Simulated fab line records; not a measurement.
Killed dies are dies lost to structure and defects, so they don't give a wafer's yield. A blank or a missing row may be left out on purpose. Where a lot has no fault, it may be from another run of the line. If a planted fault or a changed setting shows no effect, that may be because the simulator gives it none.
Matching of chambers / flow n5 finfet / 4 sister chambers for N5_DUMMY_GATE_STRIP_41 on rie diel-06
The step strips in O2. 8 wafers are shown with their chamber, then 9 later ones without.

== WAFERS, EACH WITH ITS CHAMBER ==
wafer=L080.3; chamber=2; showerhead plenum p Torr (Torr)=1.97; drypump motor current A (A)=4.8
wafer=L081.6; chamber=3; showerhead plenum p Torr (Torr)=2.10; drypump motor current A (A)=6.2
wafer=L087.1; chamber=2; showerhead plenum p Torr (Torr)=1.96; drypump motor current A (A)=4.8
wafer=L087.4; chamber=1; showerhead plenum p Torr (Torr)=1.92; drypump motor current A (A)=5.6
wafer=L087.5; chamber=3; showerhead plenum p Torr (Torr)=2.09; drypump motor current A (A)=6.2
wafer=L090.1; chamber=0; showerhead plenum p Torr (Torr)=2.17; drypump motor current A (A)=5.7
wafer=L090.2; chamber=1; showerhead plenum p Torr (Torr)=1.92; drypump motor current A (A)=5.6
wafer=L090.6; chamber=0; showerhead plenum p Torr (Torr)=2.17; drypump motor current A (A)=5.6

== WAFERS MISSING THEIR CHAMBER ==
wafer=L092.1; showerhead plenum p Torr (Torr)=1.92; drypump motor current A (A)=5.5
wafer=L092.2; showerhead plenum p Torr (Torr)=2.22; drypump motor current A (A)=4.8
wafer=L092.6; showerhead plenum p Torr (Torr)=2.17; drypump motor current A (A)=5.6
wafer=L093.1; showerhead plenum p Torr (Torr)=2.22; drypump motor current A (A)=4.8
wafer=L093.4; showerhead plenum p Torr (Torr)=1.92; drypump motor current A (A)=5.5
wafer=L093.5; showerhead plenum p Torr (Torr)=2.17; drypump motor current A (A)=5.6
wafer=L097.1; showerhead plenum p Torr (Torr)=2.17; drypump motor current A (A)=5.6
wafer=L097.3; showerhead plenum p Torr (Torr)=2.22; drypump motor current A (A)=4.8
wafer=L097.5; showerhead plenum p Torr (Torr)=1.92; drypump motor current A (A)=5.5

== WHICH CHAMBER EACH WENT THROUGH ==
wafer=L092.1; from the rows above=1; in truth=1
wafer=L092.2; from the rows above=0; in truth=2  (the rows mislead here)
wafer=L092.6; from the rows above=0; in truth=0
wafer=L093.1; from the rows above=0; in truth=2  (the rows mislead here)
wafer=L093.4; from the rows above=1; in truth=1
wafer=L093.5; from the rows above=0; in truth=0
wafer=L097.1; from the rows above=0; in truth=0
wafer=L097.3; from the rows above=0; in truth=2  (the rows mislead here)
wafer=L097.5; from the rows above=1; in truth=1
Correct placement for 6 of the 9. Number that these rows cannot place: 0. 3 placed wrongly.
How it was worked out, from the rows above alone: a wafer's distance from a chamber is the root of the sum, over the readings, of the square of ((its reading less the chamber's mean) divided by the reading's scatter). The wafer belongs to the nearest chamber; if the next one is less than 2 further off, it can't be placed. Each chamber's mean is taken over the wafers shown for it. How the scatter is found: for the shown wafers, subtract from each reading the mean of its chamber, square and add these, divide the total by (wafers less chambers), then take the root.
